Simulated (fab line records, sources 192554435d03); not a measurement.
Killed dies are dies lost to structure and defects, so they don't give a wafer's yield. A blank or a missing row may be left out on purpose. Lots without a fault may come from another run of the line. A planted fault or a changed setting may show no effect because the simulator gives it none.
Split-lot experiment | flow n5_finfet | 7 lots, 39 wafers read, on a route of 1938 steps

THE SPLIT
At N5_FIN_SAQP_SPACER2_ALD_28 (deposits SiO2, target thk 8.1 nm, pulse time 1 s, purge time 2 s), the setting target_thk_a was moved away from the recipe's 81 angstrom on 12 of the 39 wafers read, by -59.2% to +37.9%. The other wafers ran this setting at the recipe's value.

FROM THE SPLIT TO THE READING: what the file shows between them, 9 steps
- N5_FIN_SAQP_SPACER2_ETCHBACK_29: etches SiO2 in CHF3/O2, target depth 12.2 nm, time 6.1 s
- N5_FIN_SAQP_MANDREL2_REMOVE_60: chemistry HBr/Cl2/O2, target a-Si, stops on SiNx, bt time 10 s
- N5_FIN_SAQP_CD_MEAS_31: target cd 8 nm
- N5_FIN_SAQP_HM_OPEN_33: chemistry CH3F/O2, target SiNx, target depth 49.4 nm, time 70.6 s
- N5_FIN_SAQP_ETCH_34: etches SiO2 in C4F6/O2, target depth 45 nm, time 15 s
- N5_FIN_SAQP_STRIP_77: strips in N2/H2, time 90 s
- N5_FIN_SAQP_HM_CD_35: target cd 8 nm
- N5_FIN_SAQP_ETCH_64: etches SiO2 in CF4, target depth 1.5 nm
- N5_FIN_SAQP_FIN_ETCH_36: etches the open film in HBr/Cl2/O2, target depth 120 nm, time 50.4 s

THE READING
cd_nm, in nm, at N5_FIN_SAQP_CD_MEAS_37 (target cd 8 nm). Fault-free wafers of this fab line usually give 8.10 nm, standard deviation 0.24 nm.

wafer  | tool, chamber at the split | target_thk_a as run, angstrom | against the recipe | cd_nm, nm | against lot-mates on the recipe
L074.1 | ald_sin-03, 3              | 33.04                         | -59.2%             | 3.14      | -4.91
L074.2 | ald_sin-03, 2,1,3          | 81                            | recipe             | 8.15      | -
L074.3 | ald_sin-03, 2,1,3          | 81                            | recipe             | 7.96      | -
L074.4 | ald_sin-03, 0              | 33.04                         | -59.2%             | 3.41      | -4.64
L074.5 | ald_sin-03, 0              | 33.04                         | -59.2%             | 3.47      | -4.58
L074.6 | ald_sin-03, 2,1,3          | 81                            | recipe             | 8.03      | -
L075.1 | ald_sin-02, 3,1,0,2,1,2    | 81                            | recipe             | 7.96      | -
L075.2 | ald_sin-02, 3,1,0,2,1,2    | 81                            | recipe             | 8.18      | -
L075.3 | ald_sin-02, 3,1,0,2,1,2    | 81                            | recipe             | 8.11      | -
L075.4 | ald_sin-02, 3,1,0,2,1,2    | 81                            | recipe             | 8.38      | -
L075.5 | ald_sin-02, 3,1,0,2,1,2    | 81                            | recipe             | 7.99      | -
L075.6 | ald_sin-02, 3,1,0,2,1,2    | 81                            | recipe             | 7.98      | -
L081.3 | ald_sin-04, 3,1,2          | 81                            | recipe             | 8.12      | -
L081.4 | ald_sin-04, 3,1,2          | 81                            | recipe             | 7.92      | -
L081.6 | ald_sin-04, 3,1,2          | 81                            | recipe             | 8.10      | -
L089.1 | ald_sin-04, 3,2,3          | 37.86                         | -53.3%             | 4.15      | -4.22
L089.2 | ald_sin-04, 3,2,3          | 37.86                         | -53.3%             | 4.18      | -4.19
L089.3 | ald_sin-04, 0,1,0          | 81                            | recipe             | 8.57      | -
L089.4 | ald_sin-04, 0,1,0          | 81                            | recipe             | 8.36      | -
L089.5 | ald_sin-04, 3,2,3          | 37.86                         | -53.3%             | 3.55      | -4.82
L089.6 | ald_sin-04, 0,1,0          | 81                            | recipe             | 8.17      | -
L090.1 | ald_sin-02, 3,0,1          | 81                            | recipe             | 7.97      | -
L090.2 | ald_sin-02, 1,2,2          | 111.7                         | +37.9%             | 11.19     | +3.27
L090.3 | ald_sin-02, 1,2,2          | 111.7                         | +37.9%             | 11.47     | +3.55
L090.4 | ald_sin-02, 3,0,1          | 81                            | recipe             | 8.09      | -
L090.5 | ald_sin-02, 3,0,1          | 81                            | recipe             | 7.70      | -
L090.6 | ald_sin-02, 1,2,2          | 111.7                         | +37.9%             | 11.50     | +3.58
L092.1 | ald_sin-03, 0,3,2          | 98.56                         | +21.7%             | 9.61      | +1.57
L092.2 | ald_sin-03, 2              | 81                            | recipe             | 7.75      | -
L092.3 | ald_sin-03, 1,3            | 81                            | recipe             | 7.89      | -
L092.4 | ald_sin-03, 1,3            | 81                            | recipe             | 8.47      | -
L092.5 | ald_sin-03, 0,3,2          | 98.56                         | +21.7%             | 9.83      | +1.79
L092.6 | ald_sin-03, 0,3,2          | 98.56                         | +21.7%             | 9.90      | +1.86
L095.1 | ald_sin-02, 3,0,2,3        | 81                            | recipe             | 8.17      | -
L095.2 | ald_sin-02, 3,0,2,3        | 81                            | recipe             | 8.13      | -
L095.3 | ald_sin-02, 1,2            | 81                            | recipe             | 8.10      | -
L095.4 | ald_sin-02, 1,2            | 81                            | recipe             | 8.37      | -
L095.5 | ald_sin-02, 3,0,2,3        | 81                            | recipe             | 8.26      | -
L095.6 | ald_sin-02, 3,0,2,3        | 81                            | recipe             | 8.26      | -
Where a row lists several chambers, the file gives one row for several wafers and doesn't say which wafer went through which chamber.

THE FIT
A straight line over all 39 wafers: cd_nm changes by +0.0807 nm for each +1% of target_thk_a; r = +0.99; the points scatter about the line by 0.21 nm.
The same after taking each lot's own level away (the mean of its wafers on the recipe; 39 wafers): +0.083 nm for each +1%; r = +1.00; scatter 0.2 nm.
On that fit, the largest move of target_thk_a shifts the reading by 4.9 nm.
The lots' own levels span 7.920 to 8.367 nm, that is 1.9 times the standard deviation above.
So the lot-to-lot level changes the slope little: the two slopes agree.
Check: with one of the wafers moved furthest among these (-59.2%) left out of the fit, the line predicts -4.87 nm for it against its lot-mates. It came out at -4.91 nm against them.

OTHER SPLITS ON THESE WAFERS
These wafers also went through other splits before the reading. Each is held against what the fit with the lots' levels taken away leaves over:
other split on the same wafers        | wafers away from the commonest value | r with cd_nm (lot level and that fit taken away)
N5_FIN_SAQP_DEVELOP_15 develop_time_s | 12                                   | -0.11

THE WHOLE CHAIN: every reading that the file lists as answering this split, in the file's order
step                           | what it does                                                     | reading                                                                                 | change (the file's fit)                | r (the file's)
N5_FIN_SAQP_SPACER2_ALD_28     | deposits SiO2, target thk 8.1 nm, pulse time 1 s, purge time 2 s | SiO2_of_FIN_SAQP_SPACER2_ALD_28.thk_nm (the simulator's own value, which no gauge read) | +0.0793 nm for each +1% of the setting | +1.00
N5_FIN_SAQP_MANDREL2_REMOVE_60 | chemistry HBr/Cl2/O2, target a-Si, stops on SiNx, bt time 10 s   | FIN_SAQP.cd_nm (the simulator's own value, which no gauge read)                         | +0.0813 nm for each +1% of the setting | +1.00
N5_FIN_SAQP_CD_MEAS_31         | target cd 8 nm                                                   | cd_nm                                                                                   | +0.0806 nm for each +1% of the setting | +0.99
N5_FIN_SAQP_HM_CD_35           | target cd 8 nm                                                   | cd_nm                                                                                   | +0.0826 nm for each +1% of the setting | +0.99
N5_FIN_SAQP_ETCH_64            | etches SiO2 in CF4, target depth 1.5 nm                          | FIN_SAQP.cd_nm (the simulator's own value, which no gauge read)                         | +0.0828 nm for each +1% of the setting | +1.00
N5_FIN_SAQP_CD_MEAS_37         | target cd 8 nm                                                   | cd_nm                                                                                   | +0.0828 nm for each +1% of the setting | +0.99

THE FILE'S OWN FIT
cd_nm changes by +0.0828 nm for each +1% of target_thk_a, r = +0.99.
